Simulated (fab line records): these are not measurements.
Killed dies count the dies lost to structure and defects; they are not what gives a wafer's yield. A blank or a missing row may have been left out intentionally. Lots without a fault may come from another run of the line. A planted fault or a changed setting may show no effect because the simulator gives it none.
Chamber matching || flow nand harc || NHARC_A_CONTACT_DESCUM_74 on rie diel-05: 4 sister chambers
The step chemistry O2, time 3 s. 4 wafers are shown with their chamber, then 12 later ones without.

## EACH WAFER AND ITS CHAMBER
{"wafer": "L090.3", "chamber": 2, "drypump motor current A (A)": 6.2}
{"wafer": "L090.5", "chamber": 0, "drypump motor current A (A)": 6.3}
{"wafer": "L093.3", "chamber": 1, "drypump motor current A (A)": 5.3}
{"wafer": "L093.5", "chamber": 3, "drypump motor current A (A)": 5.9}

## WAFERS WHOSE CHAMBER IS MISSING
{"wafer": "L092.1", "drypump motor current A (A)": 5.3}
{"wafer": "L092.2", "drypump motor current A (A)": 5.9}
{"wafer": "L092.6", "drypump motor current A (A)": 5.9}
{"wafer": "L094.3", "drypump motor current A (A)": 5.9}
{"wafer": "L094.4", "drypump motor current A (A)": 6.2}
{"wafer": "L094.6", "drypump motor current A (A)": 6.2}
{"wafer": "L096.1", "drypump motor current A (A)": 6.2}
{"wafer": "L096.3", "drypump motor current A (A)": 5.3}
{"wafer": "L096.4", "drypump motor current A (A)": 6.2}
{"wafer": "L095.1", "drypump motor current A (A)": 6.4}
{"wafer": "L095.4", "drypump motor current A (A)": 6.2}
{"wafer": "L095.6", "drypump motor current A (A)": 6.3}

## THE CHAMBER EACH PASSED THROUGH
{"wafer": "L092.1", "from the rows above": 1, "in truth": 1}
{"wafer": "L092.2", "from the rows above": 3, "in truth": 3}
{"wafer": "L092.6", "from the rows above": 3, "in truth": 3}
{"wafer": "L094.3", "from the rows above": 3, "in truth": 3}
{"wafer": "L094.4", "from the rows above": 2, "in truth": 2}
{"wafer": "L094.6", "from the rows above": 2, "in truth": 2}
{"wafer": "L096.1", "from the rows above": 2, "in truth": 2}
{"wafer": "L096.3", "from the rows above": 1, "in truth": 1}
{"wafer": "L096.4", "from the rows above": 2, "in truth": 2}
{"wafer": "L095.1", "from the rows above": 0, "in truth": 0}
{"wafer": "L095.4", "from the rows above": 2, "in truth": 2}
{"wafer": "L095.6", "from the rows above": 0, "in truth": 0}
Placed correctly: 12 of 12. Number that these rows cannot place: 0. Placed wrongly: 0.
How it was worked out, from the rows above alone: a wafer's distance from a chamber is the root of the sum, over the readings, of the square of ((its reading less the chamber's mean) divided by the reading's scatter). If the next closest chamber is less than 2 further off than the closest, the wafer can't be placed; otherwise it belongs to the closest. The mean given for a chamber averages the wafers shown for that chamber. The scatter: with one shown wafer a chamber, the root of the mean of the squares of how far each hidden wafer lies from its nearest shown one.
